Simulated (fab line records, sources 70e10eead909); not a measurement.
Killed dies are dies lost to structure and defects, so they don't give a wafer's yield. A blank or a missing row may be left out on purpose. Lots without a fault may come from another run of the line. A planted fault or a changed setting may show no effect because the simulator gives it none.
Which tool did it? | flow nand_harc | 11 lots, 33 wafers sampled, at 5 steps of a route of 1302

WHAT THE GAUGES READ, wafer by wafer
NHARC_END_SORT_01. Usual: defect_limited_yield 90.7 %, standard deviation 2.7; killed_at_array 58, standard deviation 19; killed_at_other 1.1, standard deviation 1.2; killed_at_periphery 3.8, standard deviation 2.4; killed_dies 63, standard deviation 18; killed_open 3.3, standard deviation 1.8; killed_short 2.2, standard deviation 1.6.
lot  | measured     | on        | defect_limited_yield (%) | killed_at_array | killed_at_other | killed_at_periphery | killed_dies | killed_open | killed_short | flag
L652 | day 28 13:51 | prober-01 | 95.9 95.4 96.8           | 22 21 20        | 0 1 0           | 6 9 2               | 28 31 22    | 6 3 2       | 2 3 3        |
L661 | day 32 15:10 | prober-01 | 92.3 91.0                | 49 56           | 1 2             | 2 3                 | 52 61       | 3 4         | 2 5          |

WHICH TOOL RAN EACH LOT (tool, then ch and the chambers of the sampled wafers, then the start)
lot  | NHARC_P_M2_PRE_CLEAN_32         | NHARC_P_BONDPAD_ETCH_12                       | NHARC_P_BONDPAD_ETCH_24            | NHARC_P_BONDPAD_CMP_19
L643 | pecvd-02 ch 0,1, day 6 15:55    | rie_diel-08 ch 0,1,3, day 6 18:23 or earlier  | rie_diel-12 ch 0,1,2, day 6 18:23  | cmp-03 ch 1,2,3, day 6 19:53
L647 | pecvd-03 ch 0,1,2, day 8 05:42  | rie_diel-12 ch 0,1, day 8 08:13 or earlier    | rie_diel-07 ch 1,2, day 8 08:13    | cmp-04 ch 2,3, day 8 09:41
L648 | pecvd-02 ch 0,2, day 8 18:53    | rie_diel-12 ch 1,2, day 8 21:20 or earlier    | rie_diel-07 ch 0,1, day 8 21:20    | cmp-04 ch 0,3, day 8 22:49
L649 | pecvd-02 ch 0,1, day 8 19:44    | rie_diel-07 ch 0,1,3, day 8 22:14 or earlier  | rie_diel-08 ch 2,3, day 8 22:14    | cmp-02 ch 0,1, day 9 00:03
L650 | pecvd-03 ch 0,1, day 9 09:55    | rie_diel-12 ch 1,2,3, day 9 12:14 or earlier  | rie_diel-08 ch 1,2, day 9 12:14    | cmp-03 ch 0,3, day 9 14:41
L652 | pecvd-03 ch 0,1,2, day 10 14:11 | rie_diel-12 ch 1,3, day 10 16:43 or earlier   | rie_diel-08 ch 2,3, day 10 16:43   | cmp-04 ch 1,3, day 10 18:16
L661 | pecvd-03 ch 0,1, day 14 01:10   | rie_diel-07 ch 0,2,3, day 14 03:36 or earlier | rie_diel-08 ch 0,1, day 14 03:36   | cmp-03 ch 0,1,3, day 14 05:08
L662 | pecvd-02 ch 0,1, day 14 10:51   | rie_diel-08 ch 1,2,3, day 14 13:29 or earlier | rie_diel-12 ch 1,2, day 14 13:29   | cmp-03 ch 2,3, day 14 14:58
L663 | pecvd-02 ch 0,1, day 14 20:35   | rie_diel-12 ch 0,2,3, day 14 23:13 or earlier | rie_diel-07 ch 0,2,3, day 14 23:13 | cmp-03 ch 0,2,3, day 15 00:45
L664 | pecvd-03 ch 0,1,2, day 15 03:29 | rie_diel-07 ch 0,3, day 15 06:00 or earlier   | rie_diel-12 ch 0,1,2, day 15 06:00 | cmp-04 ch 1,3, day 15 07:38
L666 | pecvd-02 ch 0, day 16 08:23     | rie_diel-12 ch 1,2, day 16 12:03 or earlier   | rie_diel-12 ch 0,2,3, day 16 12:03 | cmp-03 ch 1,2, day 16 14:03
- NHARC_P_M2_PRE_CLEAN_32: time 12 s.
- NHARC_P_BONDPAD_ETCH_12: etches the open film in CHF3/O2, target depth 200 nm, time 100 s.
- NHARC_P_BONDPAD_ETCH_24: etches the open film in CF4/N2, target depth 30 nm, time 72.99 s.
- NHARC_P_BONDPAD_CMP_19: polishes, t overpolish 30 s, cu recess touch 16 s, target thk 160.81 nm.

WHAT THE TOOLS THEMSELVES READ (means of the sampled wafers that have a number; where no wafer has one, the mark that the record gives instead)
NHARC_P_M2_PRE_CLEAN_32. Usual: heater_power_w 641 W, standard deviation 78; rf_fwd_power_W 292.5 W, standard deviation 0.88.
lot  | tool     | heater_power_w (W) | rf_fwd_power_W (W) | flag
L643 | pecvd-02 | 717                | 292.8              |
L647 | pecvd-03 | 596                | 292.1              |
L648 | pecvd-02 | 630                | 292.1              |
L649 | pecvd-02 | 743                | 292.6              |
L650 | pecvd-03 | 576                | 292.9              |
L652 | pecvd-03 | 603                | 292.8              |
L661 | pecvd-03 | 550                | 292.9              |
L662 | pecvd-02 | 719                | 291.8              |
L663 | pecvd-02 | 764                | 291.6              |
L664 | pecvd-03 | 601                | 293.1              |
L666 | pecvd-02 | 616                | 293.4              |

NHARC_P_BONDPAD_ETCH_12. Usual: drypump_motor_current_A 6.0 A, standard deviation 0.41; oes_product_au 0.936 a.u., standard deviation 0.025; rf_fwd_power_W 496.8 W, standard deviation 1.4; rf_vpp_V 370.9 V, standard deviation 1.8; showerhead_plenum_p_Torr 2.42 Torr, standard deviation 0.078; throttle_valve_pct 20.573 %, standard deviation 0.0088.
lot  | tool        | drypump_motor_current_A (A) | oes_product_au (a.u.) | rf_fwd_power_W (W) | rf_vpp_V (V) | showerhead_plenum_p_Torr (Torr) | throttle_valve_pct (%) | flag
L643 | rie_diel-08 | 6.1                         | 0.925                 | 496.8              | 370.0        | 2.35                            | 20.574                 |
L647 | rie_diel-12 | 6.1                         | 0.918                 | 496.3              | 371.8        | 2.45                            | 20.576                 |
L648 | rie_diel-12 | 6.2                         | 0.933                 | 496.1              | 370.3        | 2.39                            | 20.585                 |
L649 | rie_diel-07 | 5.5                         | 0.953                 | 498.1              | 372.7        | 2.50                            | 20.581                 |
L650 | rie_diel-12 | 6.2                         | 0.982                 | 496.5              | 370.5        | 2.40                            | 20.570                 |
L652 | rie_diel-12 | 6.4                         | 0.930                 | 497.7              | 371.6        | 2.42                            | 20.576                 |
L661 | rie_diel-07 | 5.9                         | 0.964                 | 496.6              | 371.4        | 2.42                            | 20.568                 |
L662 | rie_diel-08 | 6.4                         | 0.929                 | 497.7              | 370.6        | 2.38                            | 20.573                 |
L663 | rie_diel-12 | 6.1                         | 0.925                 | 495.8              | 370.3        | 2.43                            | 20.566                 |
L664 | rie_diel-07 | 5.7                         | 0.951                 | 496.5              | 372.2        | 2.48                            | 20.572                 |
L666 | rie_diel-12 | 6.2                         | 0.919                 | 497.8              | 369.9        | 2.39                            | 20.570                 |

NHARC_P_BONDPAD_ETCH_24. Usual: drypump_motor_current_A 6.0 A, standard deviation 0.43; oes_product_au 0.992 a.u., standard deviation 0.012; rf_fwd_power_W 297.6 W, standard deviation 1; rf_vpp_V 314.4 V, standard deviation 1.9; showerhead_plenum_p_Torr 2.64 Torr, standard deviation 0.097; throttle_valve_pct 19.794 %, standard deviation 0.0095.
lot  | tool        | drypump_motor_current_A (A) | oes_product_au (a.u.) | rf_fwd_power_W (W) | rf_vpp_V (V) | showerhead_plenum_p_Torr (Torr) | throttle_valve_pct (%) | flag
L643 | rie_diel-12 | 6.0                         | 1.009                 | 298.8              | 314.4        | 2.65                            | 19.793                 |
L647 | rie_diel-07 | 5.7                         | 0.994                 | 297.3              | 313.6        | 2.56                            | 19.788                 |
L648 | rie_diel-07 | 5.5                         | 0.988                 | 298.5              | 316.6        | 2.77                            | 19.791                 |
L649 | rie_diel-08 | 6.6                         | 1.001                 | 298.1              | 312.1        | 2.53                            | 19.789                 |
L650 | rie_diel-08 | 6.3                         | 0.993                 | 298.1              | 315.7        | 2.68                            | 19.796                 |
L652 | rie_diel-08 | 6.5                         | 1.202                 | 298.5              | 313.2        | 2.60                            | 19.797                 | OFF
L661 | rie_diel-08 | 5.8                         | 0.991                 | 299.1              | 315.0        | 2.65                            | 19.797                 |
L662 | rie_diel-12 | 6.2                         | 0.993                 | 297.8              | 314.0        | 2.61                            | 19.796                 |
L663 | rie_diel-07 | 5.9                         | 0.991                 | 297.2              | 313.6        | 2.65                            | 19.795                 |
L664 | rie_diel-12 | 6.1                         | 0.995                 | 297.4              | 313.4        | 2.64                            | 19.791                 |
L666 | rie_diel-12 | 6.0                         | 1.001                 | 297.8              | 314.0        | 2.66                            | 19.804                 |

NHARC_P_BONDPAD_CMP_19. Usual: motor_current_A 11.4 A, standard deviation 1.1; overpolish_run_s 30.000 s, standard deviation 0.0087.
lot  | tool   | motor_current_A (A) | overpolish_run_s (s) | flag
L643 | cmp-03 | 11.8                | 29.998               |
L647 | cmp-04 | 10.6                | 30.008               |
L648 | cmp-04 | 10.8                | 29.994               |
L649 | cmp-02 | 11.9                | 30.000               |
L650 | cmp-03 | 11.9                | 29.993               |
L652 | cmp-04 | 11.0                | 30.006               |
L661 | cmp-03 | 11.8                | 29.999               |
L662 | cmp-03 | 12.0                | 29.992               |
L663 | cmp-03 | 11.6                | 30.005               |
L664 | cmp-04 | 10.5                | 30.003               |
L666 | cmp-03 | 11.2                | 29.993               |

THE ANSWER, worked out from the rows above alone
Rule: a lot is off if the mean of its wafers that have a number lies more than 3 standard deviations from the usual mean. A lot without any number at a reading at which 4 lots or more have one is off too. The other lots that the step has rows for count as sound. The gauges are gone through in route order, then the tools' own readings, and for those a lot's mean is taken as printed above. The first step at which some lot is off is used, and at that step the reading that is off furthest; a lot without a number counts as furthest.
Off: L652, at NHARC_P_BONDPAD_ETCH_24 (oes_product_au).
A tool fits if, at that step or a process step before it, it ran every lot that is off, and no sound lot after the first of them. NHARC_P_BONDPAD_ETCH_12 gives no start for some lots, so the hours and the order of its lots are those of NHARC_P_BONDPAD_ETCH_24. None of those tried fits.

WHAT THE SIMULATOR HAD PUT IN
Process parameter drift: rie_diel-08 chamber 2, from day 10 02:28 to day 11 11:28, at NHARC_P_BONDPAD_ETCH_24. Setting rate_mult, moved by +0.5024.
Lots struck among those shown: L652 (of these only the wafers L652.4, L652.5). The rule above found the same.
